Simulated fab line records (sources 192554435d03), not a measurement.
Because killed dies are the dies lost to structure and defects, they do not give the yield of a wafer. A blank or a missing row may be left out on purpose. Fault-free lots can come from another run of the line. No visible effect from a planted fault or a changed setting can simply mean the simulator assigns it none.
Which tool did it?    flow n5 finfet    route of 1938 steps, sampled at 1 step: 12 lots, 36 wafers

== WHAT THE GAUGES READ, wafer by wafer ==
N5_BEOL_M8_CD_MEAS_28: the cd target is 40 nm.
lot   measured      on         cd nm (nm)
L075  day 9 14:46   cd sem-03  39.87 39.56 40.39
L077  day 10 16:18  cd sem-02  39.91 39.91 39.86
L078  day 10 23:38  cd sem-01  40.15 40.14 39.99
L081  day 11 08:16  cd sem-03  39.75 39.75 39.46
L082  day 11 15:07  cd sem-02  40.08 40.26 39.54
L085  day 12 02:08  cd sem-03  40.00 40.10 39.73
L087  day 12 20:35  cd sem-03  39.94 40.11 39.52
L088  day 13 02:40  cd sem-01  39.90 39.89 40.14
L090  day 13 11:32  cd sem-03  40.30 40.23 40.27
L093  day 14 08:10  cd sem-01  40.19 40.06 40.31
L094  day 15 08:44  cd sem-03  40.03 39.73 40.28
L097  day 15 18:50  cd sem-03  40.13 39.59 40.05

== WHAT TOOL EACH LOT RAN ON (gives the tool, then ch and the chambers of the sampled wafers, and finally the start) ==
The record shows no process step preceding these readings.

== THE ANSWER, worked out from the rows above alone ==
Rule: usual is defined by the lots themselves. Put in order of their means at a reading, lots are off if they are a third of the lots or fewer, leave a main group of 4 or more, and stand apart from it by a gap of 3 or more times the standard deviation of the main group's means; of several such gaps the widest counts. The tables above print the reading to a certain number of digits; a main group whose means all agree to those digits is not used. A lot without any number at a reading at which 4 lots or more have one is off too. Any other lot the step has rows for is counted as sound.
Nothing can be told from this: no lot is off at any reading shown.

== WHAT HAD BEEN PUT IN BY THE SIMULATOR ==
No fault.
